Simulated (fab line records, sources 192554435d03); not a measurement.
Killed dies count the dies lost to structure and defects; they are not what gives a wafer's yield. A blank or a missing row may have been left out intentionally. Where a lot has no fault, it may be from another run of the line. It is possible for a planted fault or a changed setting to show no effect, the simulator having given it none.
fab line records	flow n5Finfet
record lots=6	wafers=16	lastDay=16
route steps=1938 shown BEOL_M9@1455 PASSIVATION@1936
lots that met no fault: taken from a fault-free run of the same line
startH: hours from the record's first day to the start of the lot's first wafer shown	waitH: hours elapsed since this lot's preceding step	" same as the row above	L1.1+2: a row that stands for several wafers	- value missing, or start not given	* or withheld: withheld	< > ~ a bound
route shown NAME@n: NAME is a module with steps in the file, n the number in the route of the first one	usual: mean/standard deviation of fault-free wafers	same: alike in all rows	chamber/n: place in a boat	sites: each site's reading	_std_site: standard deviation across them	_edge_site: outer sites' mean less inner sites'	radiusMm: how far each site lies from the wafer's centre	mask NAME#n: copy n	behind: the most recent tool/chamber to have shaped the wafer	hold: why the lot was held/for how many hours/how that ended	device: the n, p or np transistor that did not switch	end of line: the tests these same wafers got at the end of their route	step lacking rows: just its recipe	killed: the dies lost at the first sort to structure and to defects; this is not the yield of the wafer	map: the dies of a wafer, with x for killed, . for not killed, _ for no die there
set.NAME: setting as actually run; set.NAME@STEP: the setting as run at that earlier step	model.NAME: the simulator's own value behind a step, which no gauge read
lots at selected steps of the route; one table per step, one row per wafer
services: a tool's chamber out of use, with start hour (startH, from the record's first day; less than 0 if before it), hours out, and reason
## steps
# step N5_BEOL_M9_CURE_72
# recipe tempC=370	timeS=120	ambient=DMADMS/He	material=SiCOH_lowk
# usual lampPowerPct=52.31/0.054	wafer_temp_C_max=371.9/0.72
lot.wafer	tool	chamber	startH	waitH	lampPowerPct	wafer_temp_C_max
L873.1	uvCure-03	1	214.40	0.0	52.26	373.7
L873.2	"	1	"	"	52.31	373.1
L873.3	"	1	"	"	52.33	372.5
L882.1	uvCure-03	2	262.97	0.0	52.25	372.0
L882.4	"	2	"	"	52.26	372.7
L882.5	"	2	"	"	52.30	372.2
L883.1	uvCure-02	2	269.09	0.0	52.32	371.0
L883.3	"	2	"	"	52.27	371.9
L883.6	"	2	"	"	52.29	371.3
L885.1	uvCure-01	0	285.75	0.0	52.25	371.1
L885.2	"	0	"	"	52.26	371.2
L889.1	uvCure-02	2	305.96	0.0	52.23	371.1
L889.3	"	2	"	"	52.29	371.4
L891.1	uvCure-01	0	315.35	0.0	52.32	371.3
L891.5	"	0	"	"	52.30	371.1
L891.6	"	0	"	"	52.30	371.2
# step N5_BEOL_M9_DEGAS_44
# recipe ambient=vacuum	tempC=250	timeS=60
# usual heaterPowerW=336/32
lot.wafer	tool	chamber	startH	waitH	heaterPowerW
L873.1	pvdSputter-02	-	214.76	0.3	326
L873.2	"	-	"	"	307
L873.3	"	-	"	"	296
L882.1	pvdSputter-02	-	263.60	0.6	288
L882.4	"	-	"	"	305
L882.5	"	-	"	"	347
L883.1	pvdSputter-03	-	269.43	0.3	343
L883.3	"	-	"	"	363
L883.6	"	-	"	"	386
L885.1	pvdSputter-02	-	286.22	0.4	350
L885.2	"	-	"	"	308
L889.1	pvdSputter-02	-	306.31	0.3	295
L889.3	"	-	"	"	305
L891.1	pvdSputter-01	-	315.80	0.4	310
L891.5	"	-	"	"	394
L891.6	"	-	"	"	357
# step N5_BEOL_M9_PRE_CLEAN_45
# recipe gas=H2/He	timeS=30	tempC=250
# step N5_BEOL_M9_ALD_74
# recipe material=TaN	targetThkA=20	tempC=275	aldPrecursorFamily=PDMAT	aldCoReactant=NH3	pressureTorr=3	carrierFlowSccm=1500	pulseTimeS=2	purgeTimeS=3	coReactantPurgeTimeS=2	coReactantPulseTimeS=3	aldCycles=40	precursorVesselTempC=75	precursorVesselPressureTorr=26.25	precursorVesselCarrierSccm=1000
# step N5_BEOL_M9_SURFACE_TREAT_79
# recipe gas=Ar	timeS=*	ionEnergyEv=*	ionCurrentMaCm2=0.5	pressureMtorr=*	arFlowSccm=30
# step N5_BEOL_M9_CVD_78
# recipe material=Co	targetThkA=20	tempC=withheld	precursor=CCTBA/H2	pressureTorr=30	timeS=138.9
# step N5_BEOL_M9_SPUTTER_48
# recipe material=Cu	targetThkA=120	tempC=-20	biasV=60	powerW=26000	chamberPressurePa=0.13	timeS=2
# usual throttleValvePct=29.7/0.95
lot.wafer	tool	chamber	startH	waitH	throttleValvePct
L873.1	pvdSputter-01	-	215.52	0.2	32.2
L873.2	"	-	"	"	28.5
L873.3	"	-	"	"	29.2
L882.1	pvdSputter-02	-	264.24	0.1	30.5
L882.4	"	-	"	"	28.3
L882.5	"	-	"	"	30.2
L883.1	pvdSputter-02	-	270.16	0.2	29.9
L883.3	"	-	"	"	28.2
L883.6	"	-	"	"	30.5
L885.1	pvdSputter-03	-	287.14	0.2	30.1
L885.2	"	-	"	"	28.6
L889.1	pvdSputter-01	-	307.08	0.1	28.5
L889.3	"	-	"	"	29.2
L891.1	pvdSputter-02	-	317.50	0.1	30.3
L891.5	"	-	"	"	30.0
L891.6	"	-	"	"	30.0
# step N5_BEOL_M9_ECD_50
# recipe material=Cu	targetThkA=3180
# step N5_BEOL_M9_ANNEAL_51
# recipe tempC=225	timeS=90	ambient=N2
# usual wafer_temp_C_max=226.00/0.27
lot.wafer	tool	chamber	startH	waitH	wafer_temp_C_max
L873.1	rtpAnneal-01	0	215.93	0.3	225.73
L873.2	"	0	"	"	225.57
L873.3	"	0	"	"	225.75
L882.1	rtpAnneal-02	0	264.54	0.2	225.90
L882.4	"	0	"	"	226.17
L882.5	"	0	"	"	225.98
L883.1	rtpAnneal-01	0	270.39	0.1	225.77
L883.3	"	0	"	"	225.66
L883.6	"	0	"	"	225.71
L885.1	rtpAnneal-02	0	287.41	0.1	226.55
L885.2	"	0	"	"	226.11
L889.1	rtpAnneal-01	0	307.38	0.2	225.48
L889.3	"	0	"	"	225.52
L891.1	rtpAnneal-02	0	317.73	0.1	225.49
L891.5	"	0	"	"	226.35
L891.6	"	0	"	"	226.40
# step N5_BEOL_M9_CMP_52
# recipe stopOn=SiCOH_lowk	tOverpolishS=7	downForcePsi=1	platenRpm=50	clearingPlatenDownForcePsi=1.5	clearingPlatenRpm=50	postCmpClean=cuAlkaline	targetThkNm=140	clearingPlatenPadVelocityMS=0.99484	padVelocityMS=0.99484
# usual barrierFieldEndpointS=29.2/1	motorCurrentA=6.0/0.7	overpolishRunS=6.999/0.0086	slurryFlowMlMin=150.0/0.42	timeToEndpointS=68/4.9
lot.wafer	tool	chamber	startH	waitH	barrierFieldEndpointS	motorCurrentA	overpolishRunS	slurryFlowMlMin	timeToEndpointS
L873.2	cmp-04	1	216.23	0.2	30.1	5.4	7.008	149.5	69
L873.1	"	2	"	"	28.6	7.4	6.995	149.9	63
L873.3	"	0	"	"	29.2	6.2	6.985	149.7	64
L882.1	cmp-04	2	264.88	0.3	29.1	6.8	7.005	149.7	65
L882.4	"	3	"	"	28.1	6.9	7.002	151.0	61
L882.5	"	1	"	"	31.0	5.1	6.986	150.5	74
L883.3	cmp-02	3	270.73	0.2	29.8	4.8	6.996	149.8	73
L883.1	"	1	"	"	29.7	6.9	7.004	150.7	75
L883.6	"	3	"	"	29.2	4.8	7.003	149.7	72
L885.2	cmp-02	2	287.71	0.2	30.1	5.9	6.991	149.8	71
L885.1	"	0	"	"	28.4	5.2	7.005	150.0	64
L889.1	cmp-02	3	307.67	0.3	28.2	5.1	6.992	149.4	72
L889.3	"	1	"	"	28.5	6.8	6.991	150.8	68
L891.1	cmp-02	2	318.06	0.3	29.5	5.8	7.004	150.0	71
L891.6	"	1	"	"	30.8	6.6	6.984	149.8	69
L891.5	"	2	"	"	29.8	6.0	7.000	149.6	73
# step N5_BEOL_M9_THK_MEAS_53
# recipe thkMeasGauge=xrf	reads=Cu_of_BEOL_M9_ECD_50
# usual M9_THK=142/3.2
lot.wafer	tool	chamber	startH	waitH	M9_THK[nm]
L873.1	filmMetro-01	-	216.53	-	137
L873.2	"	-	"	"	143
L873.3	"	-	"	"	142
L882.1	filmMetro-02	-	265.13	-	142
L882.4	"	-	"	"	139
L882.5	"	-	"	"	144
L883.1	filmMetro-01	-	270.98	-	142
L883.3	"	-	"	"	147
L883.6	"	-	"	"	148
L885.1	filmMetro-02	-	288.00	-	139
L885.2	"	-	"	"	142
L889.1	filmMetro-02	-	307.97	-	149
L889.3	"	-	"	"	147
L891.1	filmMetro-02	-	318.32	-	142
L891.5	"	-	"	"	143
L891.6	"	-	"	"	139
# step N5_BEOL_M9_PRE_CLEAN_55
# recipe gas=NH3	timeS=15	tempC=withheld	rfPowerW=300
# step N5_BEOL_M9_DEP_56
# recipe material=SiCN	targetThkA=150	tempC=withheld	precursor=3MS/NH3	pressureTorr=3	rfW=202	timeS=26.5
# usual showerheadPlenumPTorr=3.661/0.012	throttleValvePct=9.2/0.39
lot.wafer	tool	chamber	startH	waitH	showerheadPlenumPTorr	throttleValvePct	model.SiCN_of_BEOL_M9_DEP_56.thkNm
L873.1	pecvd-04	1	216.59	0.0	3.674	9.0	14.6
L873.2	"	0	"	"	3.659	9.4	15
L873.3	"	2	"	"	3.655	9.4	15.2
L882.1	pecvd-04	0	265.20	0.0	3.658	9.4	14.2
L882.4	"	1	"	"	3.666	9.3	14.4
L882.5	"	2	"	"	3.657	9.3	14.8
L883.1	pecvd-04	1	271.05	0.0	3.672	9.0	14.2
L883.3	"	2	"	"	3.657	9.5	14.4
L883.6	"	1	"	"	3.667	9.0	14.6
L885.1	pecvd-02	2	288.06	0.0	3.651	8.5	14.2
L885.2	"	1	"	"	3.652	9.0	14.6
L889.1	pecvd-02	1	308.03	0.0	3.658	9.1	14.4
L889.3	"	0	"	"	3.676	9.4	14.8
L891.1	pecvd-02	1	318.40	0.0	3.648	9.5	14.8
L891.5	"	1	"	"	3.642	9.1	15.2
L891.6	"	0	"	"	3.677	9.3	15.2
# step N5_BEOL_M9_RS_MEAS_57
# recipe thkMeasGauge=four-point-probe	reads=Cu_of_BEOL_M9_ECD_50+Co_of_BEOL_M9_CVD_78+TaN_of_BEOL_M9_ALD_74
# usual M9_RS=0.152/0.0036
lot.wafer	tool	chamber	startH	waitH	M9_RS[ohm/sq]
L873.1	filmMetro-01	-	216.66	0.1	0.157
L873.2	"	-	"	"	0.150
L873.3	"	-	"	"	0.150
L882.1	filmMetro-02	-	265.27	0.1	0.152
L882.4	"	-	"	"	0.156
L882.5	"	-	"	"	0.149
L883.1	filmMetro-01	-	271.12	0.1	0.153
L883.3	"	-	"	"	0.147
L883.6	"	-	"	"	0.146
L885.1	filmMetro-02	-	288.14	0.1	0.156
L885.2	"	-	"	"	0.153
L889.1	filmMetro-01	-	308.11	0.1	0.144
L889.3	"	-	"	"	0.146
L891.1	filmMetro-01	-	318.49	0.1	0.152
L891.5	"	-	"	"	0.151
L891.6	"	-	"	"	0.155
# step N5_PASSIVATION_PROBE_49
# usual defectLimitedYield=91.2/1.4	killed_at_M0_to_M3=32/9.3	killed_at_M4_up=14/4.9	killedAtContacts=15/7.5	killedAtFrontEnd=40/11	killedAtOther=4/3.3	killedDies=104/17	killedOpen=68/14	killedShort=33/7.9	sort_bin_5_function=5.2/0.99	sort_bin_6_memory=3.2/0.65	sort_bin_8_speed=0.03/0.19	sortNPass=1076/17	sortYieldPct=91.1/1.5
# same grossDies=1180	killedAtBackSide=0	sort_bin_4_leakage[%]=0
lot.wafer	tool	chamber	startH	waitH	defectLimitedYield[%]	killed_at_M0_to_M3	killed_at_M4_up	killedAtContacts	killedAtFrontEnd	killedAtOther	killedDies	killedOpen	killedShort	sort_bin_5_function[%]	sort_bin_6_memory[%]	sort_bin_8_speed[%]	sortNPass	sortYieldPct[%]
L889.1	prober-01	-	365.86	0.0	91.9	27	21	14	26	7	95	64	25	4.5	3.3	0	1085	91.9
L889.3	prober-01	-	365.96	0.1	91.9	30	8	21	33	4	96	64	28	4.9	3.1	0	1084	91.9
L891.1	prober-02	-	374.93	0.0	91.6	22	9	6	53	9	99	61	25	4.0	3.2	0	1081	91.6
# killed by level:class
L889.1 BEOL_M4:geometricParticle:open=11 MOL_CONTACT_COAG:geometricParticle:open=10 STI_FIN_REVEAL:geometricParticle:open=8 BEOL_M2:geometricParticle:open=6 PASSIVATION:areaEtch=6 BEOL_M0_SAQP:geometricParticle:open=5 BEOL_M3:geometricParticle:open=5 MOL_CONTACT_COAG:geometricParticle:short=4
L889.3 MOL_CONTACT_COAG:geometricParticle:open=19 BEOL_M0_SAQP:geometricParticle:short=9 STI_FIN_REVEAL:geometricParticle:open=7 BEOL_M0_SAQP:geometricParticle:open=7 BEOL_M3:geometricParticle:open=6 FIN_SAQP:geometricParticle:open=5 GATE_CUT:geometricParticle:open=4 BEOL_M0:geometricParticle:open=4
L891.1 FIN_SAQP:geometricParticle:open=11 STI_FIN_REVEAL:geometricParticle:open=7 PASSIVATION:areaEtch=7 BEOL_M0_SAQP:geometricParticle:open=6 ILD0:geometricParticle:open=5 BEOL_M0_SAQP:geometricParticle:short=5 MOL_CONTACT_COAG:geometricParticle:open=5 BEOL_M3:geometricParticle:open=5
## services
tool	chamber	startH	hours	kind
pecvd-04	0	193.65	15.3	repair
pecvd-02	2	202.38	-	clean
pecvd-02	2	202.38	-	consumableReplace:showerhead
pecvd-02	2	202.38	29.0	scheduledDown
pecvd-02	2	202.38	29.0	ventCycle
uvCure-02	-	202.88	2.1	pm
uvCure-02	-	210.66	1.3	repair
cmp-02	-	225.38	0.5	repair
uvCure-02	-	231.90	7.9	repair
cmp-04	-	233.36	2.1	repair
pecvd-02	-	236.17	23.9	repair
pecvd-04	1	244.42	4.1	repair
cmp-04	-	271.01	1.6	repair
cmp-04	-	274.17	4.0	pm
cmp-04	-	278.17	-	consumableReplace:conditioner
cmp-04	-	278.17	-	consumableReplace:pad
cmp-04	-	278.17	4.3	pm
uvCure-01	-	282.84	0.8	repair
cmp-04	-	285.17	5.1	repair
pecvd-02	1	288.13	5.0	repair
pecvd-02	2	313.28	5.5	scheduledDown
## key
firstSign none at tools or gauges
modelEffect step=N5_BEOL_M9_DEP_56	value=SiCN_of_BEOL_M9_DEP_56.thkNm	without=15.03	struck=14.43
metAt N5_BEOL_M9_DEP_56
struckWafers L882.1,L882.4,L882.5,L883.1,L883.3,L883.6
onsetBetween 216.59 265.20
fault kind=processParameterDrift	tool=pecvd-04	chamber=-	onsetH=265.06	steps=N5_BEOL_M9_DEP_56	channel=timeS	offset=*	shape=step	endH=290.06	actsIn=*	stated=*
